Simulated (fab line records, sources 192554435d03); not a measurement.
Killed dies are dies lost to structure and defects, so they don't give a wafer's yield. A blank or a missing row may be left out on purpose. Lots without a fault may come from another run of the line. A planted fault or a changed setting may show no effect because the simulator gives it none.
Problem report in the 8D (eight disciplines) form, filled by code | flow n5_finfet | the parts of the form that need people (team, actions taken, sign-off) are left out

1. THE PROBLEM
run_length_s at N5_BEOL_M11_CURE_72 reads a mean of 192.7 s on 3 wafers of 2 lots; wafers without a fault read 179.1 s with a standard deviation of 1.7. That is +8.0 standard deviations from the usual mean.
The step: cures SiCOH lowk, time 120 s.
First seen on wafer L904.2, day 14 02:31, on uv_cure-01. The record holds 31 wafers of 11 lots with a number at this step. Rule for "out", or "out of limits": more than 4 standard deviations from the usual mean. The other wafers with a number count as sound.

2. WHAT IT IS AND WHAT IT IS NOT
question                    | is                     | is not
which readings at this step | run_length_s           | wafer_temp_C_max
which lots                  | L904, L907             | L892, L895, L896, L897, L900, L910, L912, L913, L915
which wafers of those lots  | L904.2, L907.2, L907.3 | L904.6
read on which tools         | uv_cure-01             | uv_cure-02, uv_cure-03
when                        | from day 14 02:31      | up to then (16 sound wafers); but 12 sound wafers of L910, L912, L913, L915 came after

3. SUSPECTS, AND WHAT RULES EACH OUT
Counting: a tool at a process step up to the reading stays a suspect if it ran every lot that is out. Sound lots after the first of them don't rule it out here, since some wafers of a struck lot are sound.
- uv_cure-01 at N5_BEOL_M11_CURE_72 (cures SiCOH lowk, time 120 s): kept. It ran every lot that is out, first L904 (day 14 02:31); its last sound lot up to then is L900 (day 12 11:13). Its own readings are out on those wafers: run_length_s.
Left after counting: uv_cure-01 at N5_BEOL_M11_CURE_72.

4. THE CAUSE (what the simulator had put in)
Process parameter drift: uv_cure-01, from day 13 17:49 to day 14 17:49, at N5_BEOL_M11_CURE_72. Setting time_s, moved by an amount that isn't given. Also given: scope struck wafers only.
Counting left only this tool.

5. THE CHAIN OF EFFECTS, in route order
Each row: a reading whose mean over the struck wafers that have a number lies more than 3 standard deviations from the usual. Only readings for which the record gives a usual standard deviation are gone through. hours: the time from each lot's start at the first step in this table that gives one to its start at this step, as a median over the lots. sigmas: the change in usual standard deviations.
hours | step                | reading      | usual   | on struck wafers | change | sigmas
0     | N5_BEOL_M11_CURE_72 | run_length_s | 179.1 s | 192.7            | +13.6  | +8.0
The process steps in it:
- N5_BEOL_M11_CURE_72: cures SiCOH lowk, time 120 s.

6. WHAT WOULD HAVE CAUGHT IT SOONER
In this record the first reading out of limits was taken at day 14 02:31, 9 hours after the fault began at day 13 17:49.
